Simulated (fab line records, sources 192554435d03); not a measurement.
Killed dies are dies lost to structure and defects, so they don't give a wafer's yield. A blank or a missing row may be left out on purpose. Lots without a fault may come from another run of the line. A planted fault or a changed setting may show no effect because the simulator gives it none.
Chamber matching | flow n5_finfet | N5_BEOL_M12_TRENCH_ETCH_34 on rie_diel-06: 4 sister chambers
The step etches SiOC in C4F8/O2/Ar, target depth 318.95 nm, time 125.5 s. 4 wafers are shown with their chamber, then 9 later ones without.

WAFERS WITH THEIR CHAMBER
wafer  | chamber | throttle_valve_pct (%)
L089.6 | 2       | 24.03
L093.1 | 1       | 23.80
L093.5 | 3       | 23.73
L093.6 | 0       | 24.56

WAFERS WITHOUT THEIR CHAMBER
wafer  | throttle_valve_pct (%)
L092.2 | 23.80
L092.4 | 24.03
L092.6 | 23.72
L094.2 | 24.04
L094.3 | 24.55
L094.5 | 24.54
L097.1 | 23.73
L097.4 | 24.06
L097.5 | 23.82

WHICH CHAMBER EACH WENT THROUGH
wafer  | from the rows above | in truth
L092.2 | 1                   | 1
L092.4 | 2                   | 2
L092.6 | 3                   | 3
L094.2 | 2                   | 2
L094.3 | 0                   | 0
L094.5 | 0                   | 0
L097.1 | 3                   | 3
L097.4 | 2                   | 2
L097.5 | 1                   | 1
Placed correctly: 9 of 9. Can't be placed from these rows: 0. Placed wrongly: 0.
How it was worked out, from the rows above alone: a wafer's distance from a chamber is the root of the sum, over the readings, of the square of ((its reading less the chamber's mean) divided by the reading's scatter). The wafer belongs to the nearest chamber; if the next one is less than 2 further off, it can't be placed. A chamber's mean is the mean of its shown wafers. The scatter: with one shown wafer a chamber, the root of the mean of the squares of how far each hidden wafer lies from its nearest shown one.
